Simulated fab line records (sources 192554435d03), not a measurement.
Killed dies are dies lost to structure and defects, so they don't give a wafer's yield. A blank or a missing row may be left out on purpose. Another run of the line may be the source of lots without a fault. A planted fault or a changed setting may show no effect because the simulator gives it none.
A struck lot beside a sound one :: flow n5 finfet :: 26 out of 1938 route steps
Sound: wafers L295.2, L295.4, L295.6. The struck wafers were L307.1, L307.2, L307.3. At the end, the cause is stated.
Each step with rows lists, per side, the tool, then ch with its chambers, then its first start. Under that, the readings that differ: sound wafers :: struck wafers :: difference of the means :: sigmas: that difference in standard deviations of wafers without a fault.
alike: words and numbers the same on both sides, and readings whose means are apart by under 2 such deviations; not compared: readings that were withheld, readings missing a value for some wafer, numbers with overlapping values and no deviation given by the record, and bounds like >300 which may hide the same value.
A row with sigmas, a row that says differs or no value, or rows on one side alone: a step with any of these is where the two part. Numbers that don't overlap but have no deviation are shown without sigmas and don't part them. A reading missing from all wafers of one side parts the sides only when that side holds two or more wafers.

N5_WELL_APT_DESCUM_30: chemistry O2, time 7.9 s.
  sound on rie diel-06 ch 0,1,2, day 2 21:31; struck on rie diel-05 ch 0,1,2, day 5 21:10
  alike: chamber pressure mTorr, drypump motor current A, oes product au, rf vpp V, showerhead plenum p Torr, throttle valve pct
  not compared: rf hours counter h
then, 3 steps without rows for these wafers: N5_WELL_APT_IMPLANT_31; N5_WELL_APT_IMPLANT_32; N5_WELL_APT_STRIP_33 (strips in SPM, time 900 s).
N5_WELL_APT_RTA_34: time 10 s.
  sound on rtp anneal-02 ch 0, day 2 22:19; struck on rtp anneal-02 ch 0, day 5 22:19
  alike: lamp power pct, wafer_temp_C_max
then, 4 steps without rows for these wafers: N5_WELL_APT_OXIDE_STRIP_42 (strips SiO2 in dHF, time 45 s, target depth 12 nm); N5_WELL_APT_PRECLEAN_36 (cleans in O3/DIW, time 45 s); N5_WELL_APT_PRECLEAN_39 (cleans in dHF, time 60 s); N5_WELL_APT_SRD_37 (time 30 s).
N5_WELL_APT_EPI_41: deposits Si from SiH4/H2, target thk 50 nm, time 297.7 s.
  sound on epi rpcvd-04 ch 0, day 2 22:40; struck on epi rpcvd-04 ch 0, day 5 22:40
  alike: susceptor temp C, throttle valve pct
N5_WELL_APT_INSPECT_38: inspects for defects (darkfield).
  sound on defect inspect-02 at day 2 23:22; struck on defect inspect-02 at day 5 23:18
  alike: raw defect count
N5_PMOS_HMC_CHANNEL_EPI_HM_DEP_34: deposits SiO2 from TEOS/O2, target thk 36 nm, time 6.9 s.
  sound on pecvd-04 ch 1,2, day 2 23:24; struck on pecvd-04 ch 0,1,2, day 5 23:20
  alike: heater power w, showerhead plenum p Torr, susceptor temp C, throttle valve pct
  not compared: since wet clean h
N5_PMOS_HMC_CHANNEL_EPI_COAT_31: time 60 s, resist thk 66 nm.
  sound on litho track-01 ch 0, day 2 23:27; struck on litho track-02 ch 0, day 5 23:24
reading: spin speed rpm (rpm)
sound: 1499.1 1500.3 1500.0
struck: 1535.9 1534.9 1534.8
difference: +35.4
sigmas: +38

reading: model.BARC_of_PMOS_HMC_CHANNEL_EPI_COAT_31.thk nm (nm)
sound: 65.8 66.06 65.74
struck: 64.85 64.85 64.77
difference: -1.04
sigmas: 
  alike: resist line temp C
then, 6 steps without rows for these wafers: N5_PMOS_HMC_CHANNEL_EPI_COAT_03 (resist thk 205 nm); N5_PMOS_HMC_CHANNEL_EPI_EBR_05; N5_PMOS_HMC_CHANNEL_EPI_SOFTBAKE_04 (time 60 s); N5_PMOS_HMC_CHANNEL_EPI_EXPOSE_06 (exposes mask PMOS HMC BLK, target cd 240 nm); N5_PMOS_HMC_CHANNEL_EPI_PEB_07 (peb time 60 s); N5_PMOS_HMC_CHANNEL_EPI_DEVELOP_08 (develop time 30 s).
N5_PMOS_HMC_CHANNEL_EPI_CD_MEAS_09 targets a cd of 237.4 nm.
  sound on cd sem-01 ch 0, day 2 23:41; struck on cd sem-01 ch 0, day 5 23:44
  alike: cd nm
N5_PMOS_HMC_CHANNEL_EPI_OVL_MEAS_10:
  sound on overlay-01 ch 0, day 2 23:43; struck on overlay-01 ch 0, day 5 23:46
  alike: PMOS_HMC_BLK_OVL
N5_PMOS_HMC_CHANNEL_EPI_INSPECT_11: inspects for defects (macro).
  sound on defect inspect-01 at day 2 23:44; struck on defect inspect-01 at day 5 23:48
  alike: raw defect count
N5_PMOS_HMC_CHANNEL_EPI_DESCUM_14: chemistry O2, time 7.9 s.
  sound on rie diel-02 ch 0,2,3, day 2 23:56; struck on rie diel-03 ch 0,2,3, day 5 23:50
  alike: chamber pressure mTorr, drypump motor current A, oes product au, rf vpp V, showerhead plenum p Torr, throttle valve pct
  not compared: rf hours counter h
N5_PMOS_HMC_CHANNEL_EPI_ETCH_32: etches BARC in N2/H2, stops on SiO2, target depth 85.8 nm, time 50.3 s.
  sound on rie diel-02 ch 0,2,3, day 2 23:58; struck on rie diel-03 ch 0,2,3, day 5 23:52
reading: model.etch.depth nm (nm)
sound: 65.8 66.06 65.74
struck: 64.85 64.85 64.77
difference: -1.04
sigmas: 
  alike: chamber pressure mTorr, drypump motor current A, oes product au, rf vpp V, showerhead plenum p Torr, throttle valve pct
  not compared: rf hours counter h
then, 1 step without rows for these wafers: N5_PMOS_HMC_CHANNEL_EPI_HM_OPEN_15 (chemistry CHF3/O2, target SiO2, target depth 40.6 nm, time 20.3 s).
-- here the record skips 6 days between the struck wafers' starts before and after, leaving off in module PMOS_HMC_CHANNEL_EPI and picking up in module BEOL_M4 (first step shown: number 1111 of the route) --
N5_BEOL_M4_RC_MEAS_101:
  sound on prober-01 ch 0, day 9 14:41; struck on prober-02 ch 0, day 11 20:56
  alike: DIBL_N, DIBL_P, IOFF_N, IOFF_P, ION_N, ION_P, SS_N, SS_P, VT_N, VT_P

WHERE THEY PART
Within this record, at N5_PMOS_HMC_CHANNEL_EPI_COAT_31 only. Later steps at which nothing parts them and some readings are alike: N5_PMOS_HMC_CHANNEL_EPI_CD_MEAS_09, N5_PMOS_HMC_CHANNEL_EPI_OVL_MEAS_10, N5_PMOS_HMC_CHANNEL_EPI_INSPECT_11, N5_PMOS_HMC_CHANNEL_EPI_DESCUM_14, N5_PMOS_HMC_CHANNEL_EPI_ETCH_32, N5_BEOL_M4_RC_MEAS_101.

WHY: the cause the simulator had injected
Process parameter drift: litho track-02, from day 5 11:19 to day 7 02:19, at N5_PMOS_HMC_CHANNEL_EPI_COAT_31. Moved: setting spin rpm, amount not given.
